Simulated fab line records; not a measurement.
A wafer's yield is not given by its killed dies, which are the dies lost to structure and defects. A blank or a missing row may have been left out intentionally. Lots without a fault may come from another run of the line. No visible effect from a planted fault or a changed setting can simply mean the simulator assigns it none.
Struck lot and sound lot, side by side + flow n5-finfet + 15 steps out of a route of 1938
Sound: these wafers, L318.1, L318.3, L318.5. Struck: wafer L328.1. (L328.3 of the same lot was not struck and is left out.) The cause comes at the end.
Each step with rows lists, per side, the tool, then ch with its chambers, then its first start. Under that, the readings that differ: sound wafers + struck wafers + difference of the means + sigmas: that difference in standard deviations of wafers without a fault.
alike: readings whose means differ by less than 2 such deviations, and words and numbers that are the same on both sides. not compared: withheld readings, readings that some wafer has no value for, bounds like >300 that may hide the same value, and numbers for which the record gives no deviation and whose values overlap.
A row with sigmas, a row that says differs or no value, or rows on one side alone: a step with any of these is where the two part. Non-overlapping numbers with no deviation appear without sigmas and do not part them. A reading missing from all wafers of one side parts the sides only when that side holds two or more wafers.

N5_BEOL_M10_TRENCH_ETCH_37: etches SiCOH lowk in C4F6/O2, target depth 148.83 nm, time 48 s.
  sound: rie-diel-06 ch 0,1,2; struck: rie-diel-06 ch 0
  alike: drypump-motor-current-A, oes_ar_750_au, oes-product-au, rf-vpp-V, showerhead-plenum-p-Torr, throttle-valve-pct
  not compared: rf-hours-counter-h
N5_BEOL_M10_ETCH_41: etches SiCN in CH3F/O2, target depth 42.6 nm, time 86 s.
  sound: rie-diel-06 ch 0,1,2; struck: rie-diel-06 ch 0
  alike: drypump-motor-current-A, oes-product-au, rf-vpp-V, showerhead-plenum-p-Torr, throttle-valve-pct
  not compared: rf-hours-counter-h
then, 1 step without rows for these wafers: N5_BEOL_M10_STRIP_77 (strips in N2/H2, time 10 s).
N5_BEOL_M10_OCD_MEAS_38:
  struck on ocd-01, day 13 22:48; sound on ocd-02, day 11 03:40
  alike: trench-depth-nm
then, 4 steps without rows for these wafers: N5_BEOL_M10_HM_STRIP_39 (strips TiN in peroxide tin strip, target depth 25 nm, time 158 s); N5_BEOL_M10_SRD_40 (time 30 s); N5_BEOL_M10_PRECLEAN_42 (cleans in residue remover, time 60 s); N5_BEOL_M10_SRD_43 (time 30 s).
N5_BEOL_M10_CD_MEAS_35: the cd target is 70 nm.
  struck on cd-sem-03, day 13 22:57; sound on cd-sem-02, day 11 03:49
  alike: cd-nm
N5_BEOL_M10_CURE_72: cures SiCOH lowk, time 120 s.
  sound on uv-cure-01 ch 1, day 11 03:53; struck on uv-cure-01 ch 0, day 13 22:59
  alike: lamp-power-pct, wafer_temp_C_max
N5_BEOL_M10_DEGAS_44: time 60 s.
  struck on pvd-sputter-01, day 14 00:58; sound on pvd-sputter-01, day 11 06:16
  alike: heater-power-w, susceptor-temp-C
then, 1 step without rows for these wafers: N5_BEOL_M10_PRE_CLEAN_45 (time 30 s).
N5_BEOL_M10_ALD_74: deposits TaN, target thk 2 nm, pulse time 2 s, purge time 3 s.
  sound on ald-metal-03 ch 0,2, day 11 06:22; struck on ald-metal-02 ch 3, day 14 01:04
| reading                                  | sound       | struck | difference | sigmas |
|------------------------------------------|-------------|--------|------------|--------|
| ald-cycles                               | 40 40 40    | 47     | +7         |        |
| heater-power-w (W)                       | 459 455 442 | 352    | -100       | -3     |
| model.TaN_of_BEOL_M10_ALD_74.thk-nm (nm) | 2 2 2       | 2.4    | +0.4       |        |
  alike: susceptor-temp-C
N5_BEOL_M10_SURFACE_TREAT_76:
  struck on pvd-sputter-02, day 14 01:35; sound on pvd-sputter-03, day 11 06:42
  alike: ar-flow-sccm
  not compared: throttle-valve-pct
following that, these wafers have no rows for 1 step: N5_PASSIVATION_PROBE_49.

== WHERE THEY PART ==
At N5_BEOL_M10_ALD_74 and nowhere else, as far as this record goes. Later steps at which nothing parts them and some readings are alike: N5_BEOL_M10_SURFACE_TREAT_76.

WHY: what the simulator had put in
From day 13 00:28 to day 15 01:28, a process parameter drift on ald-metal-02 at N5_BEOL_M10_ALD_74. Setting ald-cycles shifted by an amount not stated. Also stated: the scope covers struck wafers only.
